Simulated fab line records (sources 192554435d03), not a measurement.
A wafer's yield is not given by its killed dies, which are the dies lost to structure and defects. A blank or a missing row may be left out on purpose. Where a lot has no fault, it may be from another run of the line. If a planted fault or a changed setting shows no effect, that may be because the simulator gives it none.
Struck lot and sound lot, side by side ; flow n5-finfet ; 22 out of 1938 route steps
Sound: the wafers L349.3, L349.4, L349.5. Wafers L347.3, L347.4, L347.6 were the ones struck. Last of all comes the cause.
Order at every step that has rows: each side's tool, ch and its chambers, its first start. Under that, the readings that differ: sound wafers ; struck wafers ; difference of the means ; sigmas: that difference in standard deviations of wafers without a fault.
alike: a reading whose means differ by less than 2 such deviations, as well as words and numbers matching on both sides. not compared: withheld readings; readings where some wafer has no value; bounds like >300 that might hide an equal value; numbers whose values overlap and for which the record gives no deviation.
Wherever a step has rows on one side only, a row that says differs or no value, or a row with sigmas, the two part there. Numbers that have no deviation but don't overlap get no sigmas and don't part them. A reading that every wafer of one side lacks parts them only if that side has two wafers or more.

first, 8 steps without rows for these wafers: N5_BEOL_M11_CVD_75 (deposits Co from CCTBA/H2, target thk 2 nm, time 138.9 s); N5_BEOL_M11_SPUTTER_48 (material Cu, target thk 12 nm, time 2 s); N5_BEOL_M11_ECD_50 (material Cu, target thk 318 nm); N5_BEOL_M11_ANNEAL_51 (time 90 s); N5_BEOL_M11_CMP_52 (polishes, stops on SiCOH lowk, t overpolish 7 s, target thk 140 nm); N5_BEOL_M11_PRE_CLEAN_55 (time 15 s); N5_BEOL_M11_DEP_56 (deposits SiCN from 3MS/NH3, target thk 30 nm, time 10.5 s); N5_BEOL_M12_ILD_DEP_00 (deposits SiOC from DEMS/O2, target thk 658.92 nm, time 130.7 s).
N5_BEOL_M12_COAT_58: time 60 s, resist thk 89 nm.
  sound on litho-track-04 ch 0, day 14 16:19; struck on litho-track-01 ch 0, day 14 16:41
reading;sound;struck;difference;sigmas
spin-speed-rpm (rpm);1501.0 1500.1 1499.2;1544.1 1543.0 1543.9;+43.6;+44
model.BARC_of_BEOL_M12_COAT_58.thk-nm (nm);88.6 88.8 88.8;87.6 87.8 87.8;-1.0;
then, 8 steps without rows for these wafers: N5_BEOL_M12_COAT_04 (resist thk 400 nm); N5_BEOL_M12_EBR_06; N5_BEOL_M12_SOFTBAKE_05 (time 60 s); N5_BEOL_M12_EXPOSE_07 (exposes mask V11); N5_BEOL_M12_PEB_08 (peb time 90 s); N5_BEOL_M12_DEVELOP_09 (develop time 45 s); N5_BEOL_M12_HARDBAKE_14 (time 120 s); N5_BEOL_M12_DESCUM_15 (chemistry O2, time 7.9 s).
N5_BEOL_M12_ETCH_59: etches BARC in N2/H2, target depth 89 nm, overetch 26.7 nm, time 67.9 s.
  sound on rie-diel-06 ch 0,1, day 14 16:43; struck on rie-diel-02 ch 0,3, day 14 17:04
reading;sound;struck;difference;sigmas
model.etch.depth-nm (nm);88.61 88.88 88.78;87.68 87.75 87.82;-1.01;
  alike: drypump-motor-current-A, h2-flow-sccm, oes-product-au, rf-vpp-V, showerhead-plenum-p-Torr, throttle-valve-pct
  not compared: rf-hours-counter-h
then, 2 steps without rows for these wafers: N5_BEOL_M12_VIA_ETCH_16 (etches SiOC in C4F8/O2/Ar, target depth 724.8 nm); N5_BEOL_M12_STRIP_63 (strips in N2/H2).
N5_BEOL_M12_STRIP_64: strips in N2/H2.
  sound on plasma-asher-02 ch 0,1, day 14 17:02; struck on plasma-asher-01 ch 0,1, day 14 17:24
reading;sound;struck;difference;sigmas
strip-time-to-endpoint-s (s);31.19 31.27 31.26;30.92 30.94 30.97;-0.30;-4
  alike: drypump-motor-current-A, h2-flow-sccm, heater-power-w, oes-product-au
  not compared: rf-hours-counter-h
then, 1 step without rows for these wafers: N5_BEOL_M12_STRIP_71 (strips in post etch residue remover, time 60 s).

== WHERE THEY PART ==
Last at N5_BEOL_M12_STRIP_64 as far as this record goes, first at N5_BEOL_M12_COAT_58.

WHY: whatever the simulator had introduced
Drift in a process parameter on litho-track-01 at N5_BEOL_M12_COAT_58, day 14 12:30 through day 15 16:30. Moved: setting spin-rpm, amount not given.
